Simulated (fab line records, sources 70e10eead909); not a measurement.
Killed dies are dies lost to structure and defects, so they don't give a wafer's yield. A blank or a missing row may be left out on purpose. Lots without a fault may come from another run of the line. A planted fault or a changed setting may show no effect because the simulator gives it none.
fab line records | flow nand_harc | part 1 of 2: steps 1 to 18 of 27
record lots=5 wafers=15 last_day=24
route steps=1159 shown A_CONTACT@932
lots that met no fault: from a run of the same line without faults
start_h: hours from the record's first day to the start of the lot's first wafer shown | wait_h: hours since the lot's step before | " the same as in the row above | L1.1+2: a row that stands for several wafers | - no value, or no start given | * or withheld: withheld | < > ~ a bound
route shown NAME@n: a module of which the file shows steps, and the number in the route of the first | usual: mean/standard deviation of fault-free wafers | same: alike in all rows | chamber/n: place in a boat | sites: the reading at each site | _std_site: their standard deviation | _edge_site: outer sites' mean less inner sites' | radius_mm: how far each site lies from the wafer's centre | mask NAME#n: copy n | behind: the tool/chamber that last shaped the wafer | hold: why the lot was held/for how many hours/how that ended | device: the transistor (n, p or np) that didn't switch | end of line: the same wafers' tests at the end of the route | a step without rows: its recipe alone | killed: dies lost to structure and defects at the first sort, not the wafer's yield | map: a wafer's dies, x killed, . not, _ none there
set.NAME: the setting as run; set.NAME@STEP: as run at that earlier step | model.NAME: the simulator's own value behind a step, which no gauge read
lots at some steps of the route; a table a step, a row a wafer
services: from which hour (start_h, from the record's first day; less than 0 if before it) a tool's chamber was out of use, for how many hours, and why
## steps
# step NHARC_A_CONTACT_EXPOSE_05
# recipe na=1.35 sigma_outer=0.8 dose_mj=84.24 mask_id=A_CC
# usual reticle_temp_C=22.99/0.1
# same sigma_outer=0.8
# columns lot.wafer tool chamber start_h wait_h mask reticle_temp_C
L084.3 arfi_scanner-01 0 444.30 - A_CC#0 22.93
L084.4 " 0 " " A_CC#0 22.91
L084.5 " 0 " " A_CC#0 22.91
L080.2 arfi_scanner-02 0 451.99 - A_CC#0 22.95
L080.3 " 0 " " A_CC#0 23.05
L080.4 " 0 " " A_CC#0 23.02
L087.1 arfi_scanner-01 0 488.89 - A_CC#0 22.96
L087.5 " 0 " " A_CC#0 23.01
L087.6 " 0 " " A_CC#0 23.09
L088.2 arfi_scanner-02 0 494.81 - A_CC#0 22.90
L088.5 " 0 " " A_CC#0 22.89
L088.6 " 0 " " A_CC#0 22.93
L089.1 arfi_scanner-01 0 497.91 - A_CC#0 22.93
L089.3 " 0 " " A_CC#0 22.91
L089.5 " 0 " " A_CC#0 22.86
# step NHARC_A_CONTACT_PEB_06
# recipe peb_temp_c=100 peb_time_s=65
# usual chill_plate_temp_C=22.99/0.1
# columns lot.wafer tool chamber start_h wait_h chill_plate_temp_C
L084.3 litho_track-04 0 444.36 0.0 23.09
L084.4 " 0 " " 22.96
L084.5 " 0 " " 22.93
L080.2 litho_track-01 0 452.05 0.1 23.17
L080.3 " 0 " " 22.95
L080.4 " 0 " " 23.06
L087.1 litho_track-06 0 488.95 0.1 22.95
L087.5 " 0 " " 23.11
L087.6 " 0 " " 23.10
L088.2 litho_track-01 0 494.87 0.1 23.00
L088.5 " 0 " " 23.03
L088.6 " 0 " " 23.01
L089.1 litho_track-01 0 497.97 0.1 22.73
L089.3 " 0 " " 23.03
L089.5 " 0 " " 22.81
# step NHARC_A_CONTACT_DEVELOP_07
# recipe develop_time_s=35 dev_temp_c=23
# usual chill_plate_temp_C=23.01/0.11
# columns lot.wafer tool chamber start_h wait_h chill_plate_temp_C
L084.3 litho_track-04 0 - - 23.00
L084.4 " 0 " " 23.05
L084.5 " 0 " " 23.00
L080.2 litho_track-01 0 - - 23.05
L080.3 " 0 " " 23.08
L080.4 " 0 " " 22.99
L087.1 litho_track-06 0 - - 23.12
L087.5 " 0 " " 22.97
L087.6 " 0 " " 23.16
L088.2 litho_track-01 0 - - 23.23
L088.5 " 0 " " 22.91
L088.6 " 0 " " 22.78
L089.1 litho_track-01 0 - - 23.01
L089.3 " 0 " " 22.90
L089.5 " 0 " " 23.01
# step NHARC_A_CONTACT_CD_MEAS_08
# recipe target_cd_nm=100 landing_energy_ev=500
# usual cd_nm=100.2/0.7
# columns lot.wafer tool chamber start_h wait_h cd_nm
L084.3 cd_sem-02 0 444.44 - 101.3
L084.4 " 0 " " 100.8
L084.5 " 0 " " 100.8
L080.2 cd_sem-02 0 452.13 - 99.5
L080.3 " 0 " " 99.8
L080.4 " 0 " " 100.5
L087.1 cd_sem-03 0 489.03 - 99.1
L087.5 " 0 " " 99.3
L087.6 " 0 " " 98.7
L088.2 cd_sem-01 0 494.95 - 100.3
L088.5 " 0 " " 100.1
L088.6 " 0 " " 100.6
L089.1 cd_sem-03 0 498.05 - 100.8
L089.3 " 0 " " 99.8
L089.5 " 0 " " 101.1
# step NHARC_A_CONTACT_OVL_MEAS_09
# usual overlay_x_nm=-0.1/0.81 overlay_y_nm=0.2/0.81
# columns lot.wafer tool chamber start_h wait_h overlay_x_nm overlay_y_nm
L084.3 overlay-01 - 444.52 - -0.3 0.3
L084.4 " - " " -1.0 0.0
L084.5 " - " " -0.4 0.2
L080.2 overlay-02 - 452.21 - -1.2 0.1
L080.3 " - " " -1.6 0.5
L080.4 " - " " -1.8 0.5
L087.1 overlay-02 - 489.13 - 1.2 2.2
L087.5 " - " " 0.9 2.3
L087.6 " - " " 1.1 1.6
L088.2 overlay-02 - 495.03 - 0.6 -0.4
L088.5 " - " " 0.7 -0.1
L088.6 " - " " 0.6 -0.1
L089.1 overlay-02 - 498.14 - -0.3 0.4
L089.3 " - " " -0.4 0.5
L089.5 " - " " -0.3 0.4
# step NHARC_A_CONTACT_INSPECT_10
# usual raw_defect_count=26/12
# columns lot.wafer tool chamber start_h wait_h raw_defect_count
L084.3 defect_inspect-01 - 444.56 0.0 52
L084.4 " - " " 40
L084.5 " - " " 42
L080.2 defect_inspect-02 - 452.27 0.1 19
L080.3 " - " " 29
L080.4 " - " " 24
L087.1 defect_inspect-02 - 489.17 0.0 17
L087.5 " - " " 11
L087.6 " - " " 14
L088.2 defect_inspect-01 - 495.07 0.0 45
L088.5 " - " " 52
L088.6 " - " " 48
L089.1 defect_inspect-01 - 498.18 0.0 35
L089.3 " - " " 28
L089.5 " - " " 41
# step NHARC_A_CONTACT_DESCUM_13
# recipe time_s=3 o2_flow_sccm=200 ar_flow_sccm=0 bias_power_w=0 chemistry=O2
# usual drypump_motor_current_A=5.8/0.32 oes_product_au=0.997/0.013 rf_vpp_V=57.8/0.94 showerhead_plenum_p_Torr=1.92/0.11 throttle_valve_pct=11.311/0.0098
# columns lot.wafer tool chamber start_h wait_h drypump_motor_current_A oes_product_au rf_hours_counter_h rf_vpp_V showerhead_plenum_p_Torr throttle_valve_pct
L084.4 rie_diel-13 2 444.62 0.1 5.2 0.983 59 57.7 2.04 11.315
L084.3 " 0 " " 5.9 0.981 55 57.5 1.89 11.309
L084.5 " 2 " " 5.2 0.979 - 61.2 2.04 11.311
L080.3 rie_diel-03 2 452.35 0.1 5.9 0.999 19 58.8 2.07 11.304
L080.4 " 3 " " 6.2 0.992 21 57.2 1.97 11.318
L080.2 " 0 " " 6.1 0.992 20 58.1 1.83 11.305
L087.1 rie_diel-06 0 489.24 0.1 5.4 0.995 13 57.4 1.82 11.333
L087.6 " 3 " " 6.1 0.988 - 58.8 2.07 11.298
L087.5 " 0 " " 5.4 0.994 - 56.7 1.82 11.323
L088.2 rie_diel-06 1 495.14 0.1 5.9 1.004 13 55.9 1.90 11.309
L088.5 " 1 " " 5.9 1.009 - 56.5 1.90 11.305
L088.6 " 3 " " 6.1 0.978 - 57.9 2.07 11.328
L089.1 rie_diel-06 0 498.24 0.1 5.4 0.985 15 56.0 1.82 11.306
L089.3 " 3 " " 6.1 0.969 15 58.5 2.07 11.318
L089.5 " 0 " " 5.4 1.000 - 56.4 1.82 11.301
# step NHARC_A_CONTACT_ETCH_88
# recipe target_depth_a=390 over_etch_frac=0.3 time_s=65 ion_energy_ev=80 cf4_flow_sccm=150 ar_flow_sccm=0 rf_w=300 bias_w=100 chemistry=CF4
# usual drypump_motor_current_A=5.8/0.3 oes_product_au=0.996/0.014 rf_vpp_V=151.2/1.4 showerhead_plenum_p_Torr=1.77/0.09 throttle_valve_pct=13.285/0.0092
# columns lot.wafer tool chamber start_h wait_h drypump_motor_current_A oes_product_au rf_hours_counter_h rf_vpp_V showerhead_plenum_p_Torr throttle_valve_pct
L084.3 rie_diel-13 3 444.71 0.1 6.1 1.027 59 148.6 1.64 13.270
L084.4 " 0 " " 5.9 0.990 55 151.1 1.75 13.300
L084.5 " 0 " " 5.9 0.991 - 151.7 1.75 13.280
L080.2 rie_diel-03 2 452.43 0.1 5.9 1.010 19 153.0 1.90 13.280
L080.4 " 0 " " 6.1 0.996 21 149.6 1.70 13.280
L080.3 " 1 " " 6.3 0.970 19 150.6 1.70 13.291
L087.1 rie_diel-06 2 489.32 0.1 5.6 1.006 10 153.1 1.85 13.290
L087.5 " 1 " " 5.8 1.005 - 152.2 1.76 13.289
L087.6 " 2 " " 5.6 1.005 - 152.5 1.85 13.286
L088.2 rie_diel-06 0 495.24 0.1 5.4 0.996 15 148.7 1.69 13.271
L088.5 " 0 " " 5.4 0.995 - 150.4 1.69 13.287
L088.6 " 1 " " 5.8 1.011 - 149.6 1.76 13.294
L089.1 rie_diel-06 0 498.34 0.1 5.3 0.992 15 150.0 1.69 13.278
L089.3 " 3 " " 6.0 0.987 15 152.0 1.90 13.279
L089.5 " 0 " " 5.4 0.993 - 151.3 1.69 13.290
# step NHARC_A_CONTACT_ETCH_89
# recipe target_depth_a=2600 over_etch_frac=0.3 time_s=475.3 ion_energy_ev=200 n2_flow_sccm=150 h2_flow_sccm=150 ar_flow_sccm=0 rf_w=400 bias_w=150 chemistry=N2/H2
# usual drypump_motor_current_A=5.8/0.31 oes_product_au=0.997/0.014 rf_vpp_V=430/3.1 showerhead_plenum_p_Torr=2.04/0.11 throttle_valve_pct=14.171/0.0095
# columns lot.wafer tool chamber start_h wait_h drypump_motor_current_A oes_product_au rf_hours_counter_h rf_vpp_V showerhead_plenum_p_Torr throttle_valve_pct
L084.4 rie_diel-13 0 - - 6.0 0.975 55 430 2.01 14.180
L084.3 " 3 " " 6.1 1.011 59 426 1.87 14.158
L084.5 " 1 " " 5.8 0.990 - 428 1.92 14.164
L080.3 rie_diel-03 3 - - 6.1 0.999 21 433 2.10 14.179
L080.2 " 0 " " 6.1 0.994 21 429 1.95 14.170
L080.4 " 1 " " 6.4 0.982 19 428 1.96 14.159
L087.1 rie_diel-06 3 - - 6.1 0.975 12 436 2.21 14.153
L087.6 " 0 " " 5.4 0.999 - 428 1.94 14.172
L087.5 " 1 " " 5.8 1.008 - 431 2.03 14.169
L088.2 rie_diel-06 3 - - 6.0 0.976 14 435 2.21 14.174
L088.6 " 1 " " 5.8 1.012 - 432 2.03 14.168
L088.5 " 3 " " 6.1 0.974 - 435 2.21 14.168
L089.3 rie_diel-06 3 - - 6.0 0.977 15 434 2.21 14.186
L089.1 " 1 " " 5.8 1.010 14 431 2.03 14.169
L089.5 " 0 " " 5.4 1.010 - 427 1.94 14.165
# step NHARC_A_CONTACT_ETCH_30
# recipe target_depth_a=605 time_s=30.2 cf4_flow_sccm=100 chf3_flow_sccm=30 ar_flow_sccm=0 rf_w=500 bias_w=200 chemistry=CF4/CHF3
# usual drypump_motor_current_A=5.8/0.31 oes_product_au=0.937/0.024 rf_vpp_V=370.7/2.7 showerhead_plenum_p_Torr=1.58/0.08 throttle_valve_pct=16.803/0.0091
# columns lot.wafer tool chamber start_h wait_h drypump_motor_current_A oes_product_au rf_hours_counter_h rf_vpp_V showerhead_plenum_p_Torr throttle_valve_pct
L084.4 rie_diel-13 2 - - 5.2 0.903 59 373.7 1.67 16.800
L084.3 " 3 " " 6.1 0.936 59 365.5 1.46 16.786
L084.5 " 1 " " 5.8 0.923 - 368.2 1.49 16.808
L080.4 rie_diel-03 1 - - 6.3 0.947 19 369.0 1.52 16.800
L080.2 " 2 " " 5.9 0.969 20 374.0 1.70 16.804
L080.3 " 0 " " 6.1 0.967 21 367.3 1.51 16.827
L087.1 rie_diel-06 0 - - 5.4 0.907 13 368.4 1.50 16.794
L087.6 " 2 " " 5.6 0.926 - 371.4 1.64 16.802
L087.5 " 3 " " 6.0 0.905 - 373.3 1.70 16.812
L088.2 rie_diel-06 0 - - 5.4 0.925 15 367.0 1.50 16.816
L088.5 " 1 " " 5.8 0.926 - 370.7 1.56 16.792
L088.6 " 3 " " 6.0 0.907 - 374.0 1.70 16.798
L089.1 rie_diel-06 1 - - 5.8 0.930 14 372.0 1.56 16.788
L089.3 " 0 " " 5.4 0.915 16 368.3 1.50 16.791
L089.5 " 3 " " 6.0 0.906 - 374.3 1.70 16.807
# step NHARC_A_CONTACT_ETCH_31
# recipe target_depth_a=20000 over_etch_frac=0.3 time_s=520 ion_energy_ev=150 o2_flow_sccm=400 cos_flow_sccm=20 ar_flow_sccm=0 rf_w=500 bias_w=300 chemistry=O2/COS
# usual drypump_motor_current_A=5.8/0.32 oes_product_au=0.997/0.015 rf_vpp_V=314.3/2.5 showerhead_plenum_p_Torr=3.13/0.16 throttle_valve_pct=28.331/0.0093
# columns lot.wafer tool chamber start_h wait_h drypump_motor_current_A oes_product_au rf_hours_counter_h rf_vpp_V showerhead_plenum_p_Torr throttle_valve_pct
L084.4 rie_diel-13 2 - - 5.2 0.984 59 316.2 3.31 28.330
L084.3 " 0 " " 5.9 0.990 55 314.7 3.08 28.330
L084.5 " 3 " " 6.1 1.026 - 311.3 2.89 28.312
L080.4 rie_diel-03 1 - - 6.4 0.987 19 311.1 3.01 28.308
L080.2 " 2 " " 5.9 1.020 20 316.7 3.36 28.339
L080.3 " 0 " " 6.1 1.001 21 313.1 2.99 28.315
L087.1 rie_diel-06 0 - - 5.4 0.985 13 311.8 2.98 28.336
L087.6 " 2 " " 5.6 1.006 - 315.5 3.26 28.326
L087.5 " 3 " " 6.1 0.975 - 318.2 3.37 28.331
L088.2 rie_diel-06 0 - - 5.4 1.002 15 312.4 2.97 28.328
L088.6 " 3 " " 6.1 0.985 - 317.9 3.37 28.321
L088.5 " 1 " " 5.8 1.019 - 313.1 3.10 28.325
L089.1 rie_diel-06 1 - - 5.8 1.018 14 314.8 3.10 28.331
L089.3 " 0 " " 5.4 1.002 16 312.5 2.97 28.339
L089.5 " 1 " " 5.8 1.016 - 314.7 3.10 28.333
# step NHARC_A_CONTACT_ETCH_134
# recipe source_w=withheld pressure_mtorr=20 bias_v=withheld time_s=140 target_depth_a=7000 ar_flow_sccm=withheld c4f8_flow_sccm=withheld o2_flow_sccm=withheld chemistry=C4F8/O2/Ar
# columns lot.wafer tool chamber start_h wait_h rf_hours_counter_h
L084.4 har_cap_etch-02 1 446.28 - -
L084.3 " 0 " " -
L084.5 " 0 " " -
L080.2 har_cap_etch-01 0 453.33 - 70
L080.3 " 0 " " -
L080.4 " 1 " " -
L087.1 har_cap_etch-01 0 490.25 - 75
L087.5 " 1 " " -
L087.6 " 0 " " -
L088.2 har_cap_etch-03 0 496.30 - 98
L088.6 " 0 " " -
L088.5 " 1 " " -
L089.1 har_cap_etch-01 1 499.65 - 77
L089.3 " 1 " " -
L089.5 " 0 " " -
# step NHARC_A_CONTACT_ETCH_135
# recipe source_w=withheld pressure_mtorr=20 bias_v=3000 time_s=132 target_depth_a=12870 ar_flow_sccm=withheld c4f8_flow_sccm=withheld o2_flow_sccm=withheld chemistry=C4F8/O2/Ar
# columns lot.wafer tool chamber start_h wait_h rf_hours_counter_h
L084.4 har_cap_etch-02 1 446.45 0.1 -
L084.3 " 0 " " -
L084.5 " 0 " " -
L080.2 har_cap_etch-01 0 453.53 0.2 70
L080.3 " 0 " " -
L080.4 " 1 " " -
L087.1 har_cap_etch-01 0 490.43 0.2 75
L087.5 " 1 " " -
L087.6 " 0 " " -
L088.2 har_cap_etch-03 0 496.57 0.2 98
L088.6 " 0 " " -
L088.5 " 1 " " -
L089.1 har_cap_etch-01 1 499.85 0.2 77
L089.3 " 1 " " -
L089.5 " 0 " " -
# step NHARC_A_CONTACT_ETCH_136
# recipe source_w=withheld pressure_mtorr=20 bias_v=3000 time_s=132 target_depth_a=12870 ar_flow_sccm=withheld c4f8_flow_sccm=withheld o2_flow_sccm=withheld chemistry=C4F8/O2/Ar
# columns lot.wafer tool chamber start_h wait_h rf_hours_counter_h
L084.4 har_cap_etch-02 1 446.58 0.1 -
L084.3 " 0 " " -
L084.5 " 0 " " -
L080.2 har_cap_etch-01 0 453.65 0.1 70
L080.3 " 0 " " -
L080.4 " 1 " " -
L087.1 har_cap_etch-01 0 490.56 0.1 75
L087.5 " 1 " " -
L087.6 " 0 " " -
L088.2 har_cap_etch-03 0 496.73 0.1 98
L088.6 " 0 " " -
L088.5 " 1 " " -
L089.1 har_cap_etch-01 1 499.97 0.1 77
L089.3 " 1 " " -
L089.5 " 0 " " -
# step NHARC_A_CONTACT_ETCH_137
# recipe source_w=withheld pressure_mtorr=20 bias_v=3000 time_s=132 target_depth_a=12870 ar_flow_sccm=withheld c4f8_flow_sccm=withheld o2_flow_sccm=withheld chemistry=C4F8/O2/Ar
# columns lot.wafer tool chamber start_h wait_h rf_hours_counter_h
L084.4 har_cap_etch-02 1 446.70 0.1 -
L084.3 " 0 " " -
L084.5 " 0 " " -
L080.2 har_cap_etch-01 0 453.77 0.1 70
L080.3 " 0 " " -
L080.4 " 1 " " -
L087.1 har_cap_etch-01 0 490.68 0.1 76
L087.5 " 1 " " -
L087.6 " 0 " " -
L088.2 har_cap_etch-03 0 496.89 0.1 98
L088.6 " 0 " " -
L088.5 " 1 " " -
L089.1 har_cap_etch-01 1 500.09 0.1 77
L089.3 " 1 " " -
L089.5 " 0 " " -
# step NHARC_A_CONTACT_ETCH_138
# recipe source_w=withheld pressure_mtorr=20 bias_v=3000 time_s=132 target_depth_a=12890 ar_flow_sccm=withheld c4f8_flow_sccm=withheld o2_flow_sccm=withheld chemistry=C4F8/O2/Ar
# columns lot.wafer tool chamber start_h wait_h rf_hours_counter_h
L084.4 har_cap_etch-02 1 446.82 0.1 -
L084.3 " 0 " " -
L084.5 " 0 " " -
L080.2 har_cap_etch-01 0 453.90 0.1 70
L080.3 " 0 " " -
L080.4 " 1 " " -
L087.1 har_cap_etch-01 0 490.80 0.1 76
L087.5 " 1 " " -
L087.6 " 0 " " -
L088.2 har_cap_etch-03 0 497.05 0.1 99
L088.6 " 0 " " -
L088.5 " 1 " " -
L089.1 har_cap_etch-01 1 500.22 0.1 77
L089.3 " 1 " " -
L089.5 " 0 " " -
# step NHARC_A_CONTACT_ETCH_139
# recipe source_w=withheld pressure_mtorr=20 bias_v=400 time_s=137 target_depth_a=5900 ar_flow_sccm=withheld c4f8_flow_sccm=11.5 o2_flow_sccm=7.2 chemistry=C4F8/O2/Ar
# columns lot.wafer tool chamber start_h wait_h rf_hours_counter_h
L084.4 har_cap_etch-02 1 446.98 0.1 -
L084.3 " 0 " " -
L084.5 " 0 " " -
L080.2 har_cap_etch-01 0 454.02 0.1 71
L080.3 " 0 " " -
L080.4 " 1 " " -
L087.1 har_cap_etch-01 0 490.96 0.1 76
L087.5 " 1 " " -
L087.6 " 0 " " -
L088.2 har_cap_etch-03 0 497.22 0.1 99
L088.6 " 0 " " -
L088.5 " 1 " " -
L089.1 har_cap_etch-01 1 500.34 0.1 77
L089.3 " 1 " " -
L089.5 " 0 " " -
# step NHARC_A_CONTACT_ETCH_92
# recipe target_depth_a=400 over_etch_frac=0.5 time_s=85.7 ion_energy_ev=120 ch3f_flow_sccm=50 o2_flow_sccm=30 ar_flow_sccm=200 rf_w=500 bias_w=100 chemistry=CH3F/O2
# usual drypump_motor_current_A=5.8/0.33 oes_product_au=0.94/0.035 rf_vpp_V=244.5/1.9 showerhead_plenum_p_Torr=2.47/0.13 throttle_valve_pct=20.663/0.0084
# columns lot.wafer tool chamber start_h wait_h drypump_motor_current_A oes_product_au rf_hours_counter_h rf_vpp_V showerhead_plenum_p_Torr throttle_valve_pct
L084.4 rie_diel-03 3 447.57 0.6 6.2 0.92 19 244.0 2.53 20.672
L084.3 " 2 " " 5.9 0.93 18 246.6 2.65 20.664
L084.5 " 0 " " 6.1 0.92 - 241.3 2.35 20.674
L080.3 rie_diel-03 0 454.41 0.3 6.1 0.92 21 243.5 2.35 20.654
L080.4 " 1 " " 6.4 0.91 20 242.2 2.36 20.662
L080.2 " 2 " " 5.9 0.93 20 246.4 2.65 20.674
L087.1 rie_diel-06 2 491.46 0.5 5.6 0.93 11 244.8 2.57 20.659
L087.5 " 3 " " 6.0 0.91 - 246.4 2.65 20.666
L087.6 " 0 " " 5.4 0.92 - 242.3 2.34 20.663
L088.2 rie_diel-03 0 497.84 0.6 6.1 1.00 36 243.8 2.35 20.654
L088.5 " 1 " " 6.4 1.00 - 241.7 2.36 20.655
L088.6 " 2 " " 5.9 1.01 - 245.3 2.65 20.659
L089.3 rie_diel-13 1 500.75 0.3 5.8 1.00 15 242.6 2.32 20.652
L089.1 " 3 " " 6.0 1.02 16 246.8 2.65 20.694
L089.5 " 0 " " 5.9 0.98 - 243.4 2.42 20.666
